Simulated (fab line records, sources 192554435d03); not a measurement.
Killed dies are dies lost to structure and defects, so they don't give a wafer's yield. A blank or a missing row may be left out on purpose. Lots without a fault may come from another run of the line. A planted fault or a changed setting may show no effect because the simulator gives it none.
Chamber matching | flow n5_finfet | N5_BEOL_M8_DESCUM_16 on rie_diel-01: 4 sister chambers
The step chemistry O2, time 7.9 s. 4 wafers are shown with their chamber, then 12 later ones without.

WAFERS WITH THEIR CHAMBER
wafer  | chamber | drypump_motor_current_A (A)
L092.5 | 0       | 4.9
L092.6 | 3       | 4.9
L091.5 | 1       | 5.3
L091.6 | 2       | 6.4

WAFERS WITHOUT THEIR CHAMBER
wafer  | drypump_motor_current_A (A)
L093.1 | 4.9
L093.2 | 6.4
L093.3 | 4.9
L093.4 | 5.3
L093.5 | 4.9
L093.6 | 6.4
L095.2 | 6.4
L095.3 | 5.3
L095.5 | 5.3
L096.1 | 5.3
L096.3 | 6.4
L096.5 | 5.0

WHICH CHAMBER EACH WENT THROUGH
wafer  | from the rows above     | in truth
L093.1 | can't be placed: 0 or 3 | 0
L093.2 | 2                       | 2
L093.3 | can't be placed: 0 or 3 | 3
L093.4 | 1                       | 1
L093.5 | can't be placed: 0 or 3 | 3
L093.6 | 2                       | 2
L095.2 | 2                       | 2
L095.3 | 1                       | 1
L095.5 | 1                       | 1
L096.1 | 1                       | 1
L096.3 | 2                       | 2
L096.5 | can't be placed: 0 or 3 | 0
Placed correctly: 8 of 12. Can't be placed from these rows: 4 (the true chamber is among the candidates in 4). Placed wrongly: 0.
How it was worked out, from the rows above alone: a wafer's distance from a chamber is the root of the sum, over the readings, of the square of ((its reading less the chamber's mean) divided by the reading's scatter). The wafer belongs to the nearest chamber; if the next one is less than 2 further off, it can't be placed. A chamber's mean is the mean of its shown wafers. The scatter: with one shown wafer a chamber, the root of the mean of the squares of how far each hidden wafer lies from its nearest shown one.
